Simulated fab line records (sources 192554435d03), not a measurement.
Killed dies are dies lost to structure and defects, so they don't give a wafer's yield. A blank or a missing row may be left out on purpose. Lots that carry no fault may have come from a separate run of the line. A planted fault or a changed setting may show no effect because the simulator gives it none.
fab line records | flow n5Finfet | part 2 of 2: steps 27 to 34 of 34
record: lots: 5 wafers: 15 lastDay: 16
route steps=1938 shown BEOL_M7@1316 BEOL_M8@1332
lots that met no fault: taken from a fault-free run of the same line
startH: start of the lot's first displayed wafer, in hours after the record's first day | waitH: time in hours since the lot's previous step | " the same as in the row above | L1.1+2: one row covering several wafers at once | - no value, or no start was given | * or withheld: withheld | < > ~ a bound
route shown NAME@n: NAME is a module with steps in the file, n the number in the route of the first one | usual: mean/standard deviation taken from wafers without a fault | same: alike in all rows | chamber/n: place in a boat | sites: the reading at each site | _std_site: the standard deviation of these | _edge_site: outer sites' mean less inner sites' | radiusMm: for every site, how far away it sits from the centre of the wafer | mask NAME#n: copy n | behind: tool/chamber where the wafer was last shaped | hold: reason for holding the lot/hours on hold/outcome of the hold | device: names the non-switching transistor (n, p or np) | end of line: the same wafers' tests at the end of the route | a step with no rows: only its recipe | killed: dies that structure and defects cost at the first sort, which is not the same as the wafer's yield | map: per-die view of a wafer (x killed, . not killed, _ where there is no die)
set.NAME: setting as actually run; set.NAME@STEP: the setting as run at that earlier step | model.NAME: the simulator's own value behind a step, which no gauge read
lots at selected steps of the route; one table per step, one row per wafer
services: from which hour (startH, from the record's first day; less than 0 if before it) a tool's chamber was out of use, for how many hours, and why
== steps ==
step: N5_BEOL_M8_EXPOSE_08
recipe: maskId: M8 na: 1.35 sourceShape: dipole sigmaInner: 0.817 sigmaOuter: 0.97 polarization: te doseMj: 68.25
usual: exposureDoseMJCm2: 68.21/0.071
same: dipoleOpeningDeg: 35
columns lot.wafer tool chamber startH waitH mask exposureDoseMJCm2
L078.1 arfiScanner-01 0 230.08 - M8#0 68.24
L078.5 " 0 " " M8#0 68.11
L078.6 " 0 " " M8#0 68.19
L080.1 arfiScanner-03 0 239.79 - M8#0 68.26
L080.2 " 0 " " M8#0 68.22
L080.5 " 0 " " M8#0 68.30
L082.4 arfiScanner-03 0 248.29 - M8#0 68.16
L082.5 " 0 " " M8#0 68.19
L082.6 " 0 " " M8#0 68.27
L083.1 arfiScanner-03 0 252.29 - M8#0 68.20
L083.3 " 0 " " M8#0 68.27
L083.4 " 0 " " M8#0 68.28
L091.1 arfiScanner-01 0 310.63 - M8#0 68.23
L091.3 " 0 " " M8#0 68.23
L091.5 " 0 " " M8#0 68.27
step: N5_BEOL_M8_PEB_09
recipe: pebTempC: withheld pebTimeS: 60 resist: CAR-ArF
columns lot.wafer tool chamber startH waitH
L078.1+5+6 lithoTrack-04 0 230.14 0.1
L080.1+2+5 lithoTrack-05 0 239.86 0.1
L082.4+5+6 lithoTrack-04 0 248.33 0.0
L083.1+3+4 lithoTrack-04 0 252.35 0.1
L091.1+3+5 lithoTrack-05 0 310.69 0.1
step: N5_BEOL_M8_DEVELOP_10
recipe: developTimeS: 30 developer: TMAH resist: CAR-ArF rinseLiquid: diw dry: airSpin devTempC: 23
same: developTimeS: 30
columns lot.wafer tool chamber startH waitH
L078.1+5+6 lithoTrack-04 0 - -
L080.1+2+5 lithoTrack-05 0 - -
L082.4+5+6 lithoTrack-04 0 - -
L083.1+3+4 lithoTrack-04 0 - -
L091.1+3+5 lithoTrack-05 0 - -
step: N5_BEOL_M8_CD_MEAS_11
recipe: targetCdNm: 38.5 landingEnergyEv: 500 detector: seInlens polarity: opening
usual: cdNm: 38.2/0.57
columns lot.wafer tool chamber startH waitH cdNm
L078.1 cdSem-02 0 230.21 - 38.1
L078.5 " 0 " " 37.7
L078.6 " 0 " " 37.7
L080.1 cdSem-02 0 239.92 - 38.7
L080.2 " 0 " " 38.4
L080.5 " 0 " " 39.4
L082.4 cdSem-02 0 248.40 - 38.4
L082.5 " 0 " " 37.6
L082.6 " 0 " " 37.8
L083.1 cdSem-03 0 252.42 - 38.3
L083.3 " 0 " " 37.6
L083.4 " 0 " " 38.2
L091.1 cdSem-03 0 310.76 - 39.2
L091.3 " 0 " " 38.5
L091.5 " 0 " " 38.8
step: N5_BEOL_M8_OVL_MEAS_12
recipe: pointsPerWafer: 44
usual: M8_OVL: -0.1/0.66
columns lot.wafer tool chamber startH waitH M8_OVL[nm]
L078.1 overlay-01 0 230.24 0.0 0.6
L078.5 " 0 " " 0.9
L078.6 " 0 " " 0.6
L080.1 overlay-02 0 239.96 0.0 0.0
L080.2 " 0 " " 0.6
L080.5 " 0 " " 0.3
L082.4 overlay-01 0 248.43 0.0 0.2
L082.5 " 0 " " 0.5
L082.6 " 0 " " 0.0
L083.1 overlay-01 0 252.45 0.0 0.1
L083.3 " 0 " " -0.5
L083.4 " 0 " " 0.8
L091.1 overlay-02 0 310.79 0.0 -0.1
L091.3 " 0 " " 0.0
L091.5 " 0 " " -0.2
step: N5_BEOL_M8_INSPECT_13
recipe: mode: adi inspectInstrument: brightfield
usual: rawDefectCount: 379/79
columns lot.wafer tool chamber startH waitH rawDefectCount
L078.1 defectInspect-01 - 230.26 0.0 562
L078.5 " - " " 387
L078.6 " - " " 385
L080.1 defectInspect-01 - 239.99 0.0 378
L080.2 " - " " 445
L080.5 " - " " 463
L082.4 defectInspect-02 - 248.45 0.0 320
L082.5 " - " " 350
L082.6 " - " " 403
L083.1 defectInspect-02 - 252.47 0.0 332
L083.3 " - " " 403
L083.4 " - " " 353
L091.1 defectInspect-01 - 310.82 0.0 554
L091.3 " - " " 452
L091.5 " - " " 324
step: N5_BEOL_M8_DESCUM_16
recipe: chemistry: O2 timeS: 7.9 sourcePowerW: 50 biasPowerW: 20 pressureMtorr: 20 rfFrequencyHz: 2.712e+07 tempC: 40 resist: CAR-ArF o2FlowSccm: 225
usual: biasPowerW: 20.00/0.053 drypumpMotorCurrentA: 5.5/0.38 oesProductAu: 0.79/0.08 rfVppV: 243.1/1.5 showerheadPlenumPTorr: 2.08/0.082 throttleValvePct: 20.4/0.3
columns lot.wafer tool chamber startH waitH biasPowerW drypumpMotorCurrentA oesProductAu rfHoursCounterH rfVppV showerheadPlenumPTorr throttleValvePct
L078.1 rieDiel-01 1 230.30 0.0 20.02 5.2 0.75 172 244.1 2.06 20.4
L078.5 " 0 " " 20.02 6.0 0.89 - 241.0 2.01 20.0
L078.6 " 3 " " 19.94 6.0 0.69 - 242.4 2.19 20.8
L080.1 rieDiel-05 3 240.07 0.1 19.94 5.0 0.69 239 244.1 2.15 20.5
L080.2 " 1 " " 20.00 5.6 0.77 92 241.0 2.03 20.2
L080.5 " 3 " " 19.94 5.0 0.69 - 243.8 2.15 20.5
L082.4 rieDiel-04 2 248.71 0.3 19.89 5.7 0.93 7 243.1 2.12 20.4
L082.5 " 3 " " 20.08 5.1 0.87 - 244.3 2.14 19.9
L082.6 " 0 " " 20.01 6.1 0.87 - 244.9 2.13 20.2
L083.1 rieDiel-04 0 252.50 0.0 19.93 6.0 0.87 38 244.3 2.13 20.2
L083.3 " 1 " " 19.95 5.6 0.96 17 246.2 2.20 20.0
L083.4 " 2 " " 19.98 5.7 0.92 8 243.8 2.12 20.4
L091.1 rieDiel-01 0 311.15 0.3 20.03 6.0 0.86 83 242.7 2.00 20.1
L091.3 " 1 " " 20.01 5.2 0.73 197 245.4 2.05 20.5
L091.5 " 3 " " 19.95 5.9 0.69 - 243.8 2.18 20.8
step: N5_BEOL_M8_ETCH_61
recipe: chemistry: CF4 target: SiARC targetDepthA: 455 maskMaterial: CAR-ArF timeS: 75.8 ionEnergyEv: 80 pressureMtorr: 40 sourceW: 545 biasW: 36 Ar_flow_sccm: 100 cf4FlowSccm: 100 ends: cleared
usual: drypumpMotorCurrentA: 5.5/0.38 etchRfOnTimeS: 77.1/2.8 oesProductAu: 0.67/0.065 rfVppV: 184.0/1.2 showerheadPlenumPTorr: 2.13/0.069 throttleValvePct: 15.59/0.24
columns lot.wafer tool chamber startH waitH drypumpMotorCurrentA etchRfOnTimeS oesProductAu rfHoursCounterH rfVppV showerheadPlenumPTorr throttleValvePct
L078.1 rieDiel-01 1 230.33 0.0 5.2 79.0 0.61 172 185.2 2.12 15.72
L078.5 " 0 " " 6.0 79.4 0.72 - 181.2 2.10 15.42
L078.6 " 3 " " 6.0 79.6 0.58 - 183.8 2.20 15.74
L080.1 rieDiel-05 3 240.11 0.0 5.0 72.0 0.60 239 186.0 2.19 15.80
L080.2 " 1 " " 5.5 81.0 0.65 92 184.0 2.08 15.41
L080.5 " 3 " " 5.0 72.7 0.60 - 185.2 2.19 15.78
L082.4 rieDiel-04 2 248.74 0.0 5.7 79.5 0.78 7 185.5 2.20 15.64
L082.5 " 3 " " 5.0 71.6 0.77 - 186.0 2.18 15.05
L082.6 " 0 " " 6.0 77.5 0.73 - 184.0 2.18 15.33
L083.1 rieDiel-04 0 252.54 0.0 6.0 78.6 0.72 38 183.3 2.18 15.32
L083.3 " 1 " " 5.6 78.9 0.79 17 185.1 2.27 15.34
L083.4 " 2 " " 5.7 80.4 0.78 8 184.1 2.20 15.64
L091.1 rieDiel-01 0 311.19 0.0 6.0 79.4 0.70 83 184.8 2.09 15.46
L091.3 " 1 " " 5.2 78.8 0.60 197 183.8 2.11 15.77
L091.5 " 3 " " 5.9 78.2 0.58 - 184.9 2.19 15.80
== services ==
columns tool chamber startH hours kind
cvdCo-02 - 201.09 1.2 repair
pecvd-01 - 203.80 6.0 pm
pecvd-04 - 204.84 5.5 pm
cvdCo-02 2 210.82 15.3 repair
arfiScanner-03 - 212.52 1.3 pm
pecvd-03 - 224.03 1.4 repair
arfiScanner-01 - 228.44 1.0 pm
cmp-01 - 232.64 7.4 pm
ecdCu-02 - 234.30 0.5 repair
rieDiel-05 0 245.48 11.8 repair
cmp-04 - 251.09 0.8 repair
cmp-01 - 252.04 3.5 pm
aldMetal-04 1 258.31 4.8 repair
aldMetal-04 - 259.49 0.8 repair
rieDiel-01 - 259.93 15.6 pm
arfiScanner-03 - 263.87 0.8 pm
arfiScanner-01 - 265.28 1.3 pm
arfiScanner-01 - 276.72 1.0 pm
uvCure-02 - 277.50 7.5 pm
pecvd-02 2 283.41 20.6 repair
rieDiel-01 1 286.84 1.3 repair
uvCure-02 - 288.45 18.8 repair
arfiScanner-01 - 290.24 1.5 pm
pecvd-03 - 290.28 1.3 repair
